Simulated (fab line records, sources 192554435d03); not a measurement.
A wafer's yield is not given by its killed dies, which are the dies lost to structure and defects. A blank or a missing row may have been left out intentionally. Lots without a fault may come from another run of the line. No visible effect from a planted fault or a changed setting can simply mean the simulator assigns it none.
Comparing a struck lot with a sound one | flow n5-finfet | 41 steps out of a route of 1938
Sound: these wafers, L783.2, L783.3, L783.5. Struck: wafers L796.1, L796.5. (L796.2 of the same lot was not struck and is left out.) The cause comes at the end.
Each step with rows lists, per side, the tool, then ch with its chambers, then its first start. Under that, the readings that differ: sound wafers | struck wafers | difference of the means | sigmas: that difference in standard deviations of wafers without a fault.
alike: same words and numbers on both sides, and readings whose means sit less than 2 such deviations apart. not compared: any withheld reading, any reading some wafer has no value for, any bound like >300 that may hide the same value, and any number with overlapping values for which the record gives no deviation.
The two part at a step that has a row with sigmas, a row that says differs or no value, or rows on one side only. Numbers that don't overlap but have no deviation are shown without sigmas and don't part them. Lack of a reading on every wafer of one side parts them only where that side has two or more wafers.

first, 9 steps without rows for these wafers: N5_BEOL_M5_DESCUM_33 (chemistry O2, time 7 s); N5_BEOL_M5_ETCH_75 (etches underlayer in N2/H2, target depth 6.5 nm, time 5.2 s); N5_BEOL_M5_ETCH_67 (etches SiARC in CF4, target depth 15.6 nm, time 26 s); N5_BEOL_M5_ETCH_68 (etches SOC in N2/H2, target depth 80 nm, overetch 16 nm, time 120 s); N5_BEOL_M5_STRIP_69 (strips in N2/H2); N5_BEOL_M5_STRIP_76 (strips in N2/H2); N5_BEOL_M5_VIA_ETCH_34 (etches SiCOH lowk in C4F6/O2, target depth 88.3 nm, time 39.2 s); N5_BEOL_M5_STRIP_85 (strips in C4F6/O2); N5_BEOL_M5_STRIP_36 (strips in N2/H2).
N5_BEOL_M5_TRENCH_ETCH_37: etches SiCOH lowk in C4F6/O2, target depth 71.652 nm, time 24.7 s.
  sound on rie-diel-05 ch 0,3, day 8 16:16; struck on rie-diel-05 ch 0, day 12 11:30
  reading                                    | sound             | struck      | difference | sigmas
  run-length-s (s)                           | 47.7 48.5 48.2    | 60.8 60.6   | +12.6      | +30
  model.etch.depth-nm (nm)                   | 71.59 70.95 71.38 | 108.5 108.3 | +37.1      |
  model.BEOL_M5.feature-depth-nm (nm)        | 71.6 71 71.4      | 108.4 108.4 | +37.1      |
  model.TiN_of_BEOL_M5_HM_DEP_02.thk-nm (nm) | 18.2 18.2 18.4    | 16.8 16.8   | -1.5       |
  alike: drypump-motor-current-A, oes-product-au, rf-vpp-V, showerhead-plenum-p-Torr, throttle-valve-pct
  not compared: rf-hours-counter-h
then, 2 steps without rows for these wafers: N5_BEOL_M5_ETCH_41 (etches SiCN in CH3F/O2, target depth 31.5 nm, time 56.7 s); N5_BEOL_M5_STRIP_91 (strips in N2/H2, time 10 s).
N5_BEOL_M5_OCD_MEAS_38:
  sound on ocd-01, day 8 16:25; struck on ocd-01, day 12 11:40
  reading              | sound          | struck      | difference | sigmas
  trench-depth-nm (nm) | 71.8 70.8 71.7 | 108.8 108.0 | +37.0      | +28
then, 21 steps without rows for these wafers: N5_BEOL_M5_HM_STRIP_39 (strips TiN in peroxide tin strip, target depth 25 nm, time 158 s); N5_BEOL_M5_SRD_40 (time 30 s); N5_BEOL_M5_PRECLEAN_42 (cleans in residue remover, time 60 s); N5_BEOL_M5_SRD_43 (time 30 s); N5_BEOL_M5_CURE_80 (cures SiCOH lowk, time 120 s); N5_BEOL_M5_DEGAS_44 (time 60 s); N5_BEOL_M5_PRE_CLEAN_45 (time 30 s); N5_BEOL_M5_ALD_86 (deposits TaN, pulse time 2 s, purge time 3 s, co reactant purge time 2 s); N5_BEOL_M5_SURFACE_TREAT_87; N5_BEOL_M5_CVD_47 (deposits Co from CCTBA/H2, target thk 3 nm, time 216 s); N5_BEOL_M5_SPUTTER_48 (material Cu, target thk 15 nm, time 27.62 s); N5_BEOL_M5_ANNEAL_49 (time 1800 s); N5_BEOL_M5_SPUTTER_81 (material Cu, target thk 15 nm, time 27.62 s); N5_BEOL_M5_ANNEAL_82 (time 1800 s); N5_BEOL_M5_SPUTTER_83 (material Cu, target thk 15 nm, time 27.62 s); N5_BEOL_M5_ANNEAL_84 (time 1800 s); N5_BEOL_M5_SPUTTER_88 (material Cu, target thk 15 nm, time 27.62 s); N5_BEOL_M5_ANNEAL_89 (time 1800 s); N5_BEOL_M5_SPUTTER_90 (material Cu, target thk 4.5 nm, time 8.29 s); N5_BEOL_M5_ECD_50 (material Cu, target thk 300 nm); N5_BEOL_M5_ANNEAL_51 (time 90 s).
N5_BEOL_M5_CMP_52: polishes, stops on SiCOH lowk, t overpolish 6.9 s, target thk 62 nm.
  sound on cmp-03 ch 1,2,3, day 8 23:08; struck on cmp-03 ch 1, day 12 19:43
  reading                                | sound        | struck     | difference | sigmas
  model.Cu_of_BEOL_M5_ECD_50.thk-nm (nm) | 64.8 62 62.4 | 100.8 99.8 | +37.2      |
  alike: motor-current-A, platen-rpm, slurry-flow-ml-min
N5_BEOL_M5_THK_MEAS_53: measures by xrf.
  sound on film-metro-02, day 8 23:26; struck on film-metro-02, day 12 20:00
  reading     | sound          | struck      | difference | sigmas
  M5_THK (nm) | 66.3 63.6 64.0 | 101.9 101.3 | +37.0      | +21
then, 2 steps without rows for these wafers: N5_BEOL_M5_PRE_CLEAN_77 (time 15 s); N5_BEOL_M5_CO_CAP_78 (material Co, precursor CCTBA/H2, target thk 2 nm, time 102.1 s).
N5_BEOL_M5_RS_MEAS_57: the measuring method here is four-point-probe.
  sound on film-metro-01, day 8 23:43; struck on film-metro-02, day 12 20:16
  reading        | sound             | struck      | difference | sigmas
  M5_RS (ohm/sq) | 0.367 0.387 0.385 | 0.218 0.220 | -0.161     | -12
-- a jump in the record: the struck wafers' starts before and after are 3 days apart (it breaks off in module BEOL_M5 and resumes in module BEOL_M15, where the first step shown is number 1830 of the route) --
N5_BEOL_M15_RC_MEAS_101:
  sound on prober-02 ch 0, day 12 13:02; struck on prober-01 ch 0, day 16 03:05
  reading                   | sound                   | struck          | difference | sigmas
  COMB_M15 (S/m)            | 3.5e-12 4.1e-12 3.2e-12 | 1.9e-12 2.4e-12 | -1.5e-12   | -2
  SERP_M11 (ohm/um)         | 2.95 3.00 2.98          | 3.16 3.20       | +0.20      | +2
  SERP_M12 (ohm/um)         | 0.622 0.636 0.612       | 0.654 0.666     | +0.037     | +2
  SERP_M5 (ohm/um)          | 36.2 38.4 37.5          | 22.6 22.0       | -15.1      | -9
  SERP_M5_max_site (ohm/um) | 38.2 41.3 38.9          | 23.2 22.6       | -16.6      | -9
  SERP_M9 (ohm/um)          | 2.90 2.99 2.84          | 3.07 3.13       | +0.19      | +2
  alike: COMB_M10, COMB_M11, COMB_M12, COMB_M13, COMB_M14, COMB_M6, COMB_M7, COMB_M8, COMB_M9, SERP_M10, SERP_M13, SERP_M14, SERP_M6, SERP_M7, SERP_M8
N5_PASSIVATION_PROBE_49:
  the record has rows for the struck wafers here (prober-02, day 16 17:05) and none for the sound ones

== WHERE THEY PART ==
Earliest at N5_BEOL_M5_TRENCH_ETCH_37; latest, in this record, at N5_PASSIVATION_PROBE_49.

WHY: whatever the simulator had introduced
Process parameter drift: rie-diel-05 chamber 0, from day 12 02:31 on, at N5_BEOL_M5_TRENCH_ETCH_37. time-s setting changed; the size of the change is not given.
